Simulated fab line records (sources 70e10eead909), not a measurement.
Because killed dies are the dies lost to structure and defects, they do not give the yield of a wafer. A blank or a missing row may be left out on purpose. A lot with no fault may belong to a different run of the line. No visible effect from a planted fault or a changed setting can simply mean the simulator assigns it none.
A struck lot beside a sound one | flow nand harc | 44 out of 1159 route steps
Sound: the wafers L839.1, L839.3, L839.4. Wafers struck: L842.3, L842.4, L842.6. The cause is named last.
Order at every step that has rows: each side's tool, ch and its chambers, its first start. Under that, the readings that differ: sound wafers | struck wafers | difference of the means | sigmas: that difference in standard deviations of wafers without a fault.
alike: readings whose means differ by less than 2 such deviations, and words and numbers that are the same on both sides. not compared: withheld readings, readings that some wafer has no value for, bounds like >300 that may hide the same value, and numbers for which the record gives no deviation and whose values overlap.
A row with sigmas, a row that says differs or no value, or rows on one side alone: a step with any of these is where the two part. Non-overlapping numbers with no deviation appear without sigmas and do not part them. Lack of a reading on every wafer of one side parts them only where that side has two or more wafers.

NHARC_P_ZERO_WELL_CD_MEAS_11 targets a cd of 500 nm.
  sound on cd sem-02 ch 0, day 2 13:16; struck on cd sem-03 ch 0, day 3 07:08
  alike: cd nm
then, 1 step without rows for these wafers: NHARC_P_ZERO_WELL_HARDBAKE_12 (time 65 s).
NHARC_P_ZERO_WELL_DESCUM_13: chemistry O2, time 3 s.
  sound on rie diel-08 ch 0,1,3, day 2 13:26; struck on rie diel-08 ch 0,2,3, day 3 07:17
  alike: drypump motor current A, oes product au, rf vpp V, showerhead plenum p Torr, throttle valve pct
  not compared: rf hours counter h
NHARC_P_ZERO_WELL_ETCH_65: etches the open film in N2/H2, target depth 80 nm, overetch 24 nm, time 87.88 s.
  sound on rie diel-08 ch 0,2,3, day 2 13:31; struck on rie diel-08 ch 0,1,3, day 3 07:22
  alike: bias w, drypump motor current A, oes product au, rf vpp V, showerhead plenum p Torr, throttle valve pct
  not compared: rf hours counter h
NHARC_P_ZERO_WELL_ETCH_62: etches the open film in CHF3/Ar, target depth 13 nm, time 6.5 s.
  sound on rie diel-08 ch 0,1,3; struck on rie diel-08 ch 1,2,3
  reading               | sound             | struck            | difference | sigmas
  oes product au (a.u.) | 0.962 0.947 0.992 | 0.914 0.904 0.924 | -0.053     | -3
  alike: bias w, drypump motor current A, rf vpp V, showerhead plenum p Torr, throttle valve pct
  not compared: rf hours counter h
NHARC_P_ZERO_WELL_ETCH_63: etches the open film in HBr/Cl2, target depth 120 nm, time 40.1 s.
  sound on rie si-06 ch 0,1,2, day 2 13:41; struck on rie si-03 ch 2,3, day 3 07:32
  alike: bias w, drypump motor current A, he backside leak sccm, oes product au, throttle valve pct
  not compared: rf hours counter h
then, 6 steps without rows for these wafers: NHARC_P_ZERO_WELL_STRIP_15 (strips in SPM, time 900 s); NHARC_P_ZERO_WELL_DEHYDRATE_16 (time 120 s); NHARC_P_ZERO_WELL_HMDS_17 (time 30 s); NHARC_P_ZERO_WELL_COAT_18; NHARC_P_ZERO_WELL_SOFTBAKE_19 (time 95 s); NHARC_P_ZERO_WELL_EBR_20.
NHARC_P_ZERO_WELL_EXPOSE_21: exposes mask P NWELL, target cd 720 nm.
  struck on krf scanner-02, day 3 08:19; sound on krf scanner-04 ch 0, day 2 14:27
  no value came back on the struck wafers for exposure dose mJ cm2, focus offset nm (nm), na; on the sound wafers exposure dose mJ cm2 reads 22.336 22.349 22.297
  alike: mask
then, 2 steps without rows for these wafers: NHARC_P_ZERO_WELL_PEB_22 (peb time 85 s); NHARC_P_ZERO_WELL_DEVELOP_23 (time 70 s).
NHARC_P_ZERO_WELL_CD_MEAS_24 targets a cd of 720 nm.
  sound on cd sem-02 ch 0, day 2 14:36; struck on cd sem-01 ch 0, day 3 08:28
  reading    | sound             | struck | difference                    | sigmas
  cd nm (nm) | 719.0 719.5 719.9 | - - -  | no value on the struck wafers |
then, 1 step without rows for these wafers: NHARC_P_ZERO_WELL_HARDBAKE_25 (time 80 s).
NHARC_P_ZERO_WELL_DESCUM_26: chemistry O2, time 3 s.
  sound on rie diel-04 ch 1,2, day 2 14:46; struck on rie diel-04 ch 0,2,3, day 3 08:39
  reading                      | sound             | struck            | difference | sigmas
  model.P_ZERO_WELL.cd nm (nm) | 719.2 719.6 720.3 | 502.5 501.6 503.9 | -217.0     |
  alike: drypump motor current A, oes product au, rf vpp V, showerhead plenum p Torr, throttle valve pct
  not compared: rf hours counter h
then, 12 steps without rows for these wafers: NHARC_P_ZERO_WELL_IMPLANT_27; NHARC_P_ZERO_WELL_IMPLANT_57; NHARC_P_ZERO_WELL_IMPLANT_58; NHARC_P_ZERO_WELL_STRIP_28 (strips in SPM, time 840 s); NHARC_P_ZERO_WELL_DEHYDRATE_29 (time 120 s); NHARC_P_ZERO_WELL_HMDS_30 (time 30 s); NHARC_P_ZERO_WELL_COAT_31; NHARC_P_ZERO_WELL_SOFTBAKE_32 (time 95 s); NHARC_P_ZERO_WELL_EBR_33; NHARC_P_ZERO_WELL_EXPOSE_34 (exposes mask P PWELL, target cd 720 nm); NHARC_P_ZERO_WELL_PEB_35 (peb time 85 s); NHARC_P_ZERO_WELL_DEVELOP_36 (time 70 s).
NHARC_P_ZERO_WELL_CD_MEAS_37 targets a cd of 720 nm.
  sound on cd sem-03 ch 0, day 2 16:10; struck on cd sem-03 ch 0, day 3 10:07
  alike: cd nm
then, 1 step without rows for these wafers: NHARC_P_ZERO_WELL_HARDBAKE_38 (time 80 s).
NHARC_P_ZERO_WELL_DESCUM_39: chemistry O2, time 3 s.
  sound on rie diel-08 ch 1,2, day 2 16:20; struck on rie diel-04 ch 2,3, day 3 10:16
  alike: drypump motor current A, oes product au, rf vpp V, showerhead plenum p Torr, throttle valve pct
  not compared: rf hours counter h
then, 9 steps without rows for these wafers: NHARC_P_ZERO_WELL_IMPLANT_40; NHARC_P_ZERO_WELL_IMPLANT_59; NHARC_P_ZERO_WELL_IMPLANT_60; NHARC_P_ZERO_WELL_STRIP_41 (strips in SPM, time 840 s); NHARC_P_ZERO_WELL_DEHYDRATE_44 (time 120 s); NHARC_P_ZERO_WELL_HMDS_45 (time 30 s); NHARC_P_ZERO_WELL_COAT_46; NHARC_P_ZERO_WELL_SOFTBAKE_47 (time 95 s); NHARC_P_ZERO_WELL_EBR_48.
NHARC_P_ZERO_WELL_INSPECT_43:
  sound on defect inspect-02 at day 2 19:38; struck on defect inspect-01 at day 3 13:39
  reading          | sound    | struck         | difference | sigmas
  raw defect count | 11 19 13 | 1123 1037 1160 | +1092      | +99 or more
  not compared: hold
NHARC_END_SORT_01:
  the record has rows for the sound wafers here (prober-02 ch 0, day 20 01:17) and none for the struck ones

## WHERE THEY PART
Earliest at NHARC_P_ZERO_WELL_ETCH_62; latest, in this record, at NHARC_END_SORT_01.

WHY: what had been put in by the simulator
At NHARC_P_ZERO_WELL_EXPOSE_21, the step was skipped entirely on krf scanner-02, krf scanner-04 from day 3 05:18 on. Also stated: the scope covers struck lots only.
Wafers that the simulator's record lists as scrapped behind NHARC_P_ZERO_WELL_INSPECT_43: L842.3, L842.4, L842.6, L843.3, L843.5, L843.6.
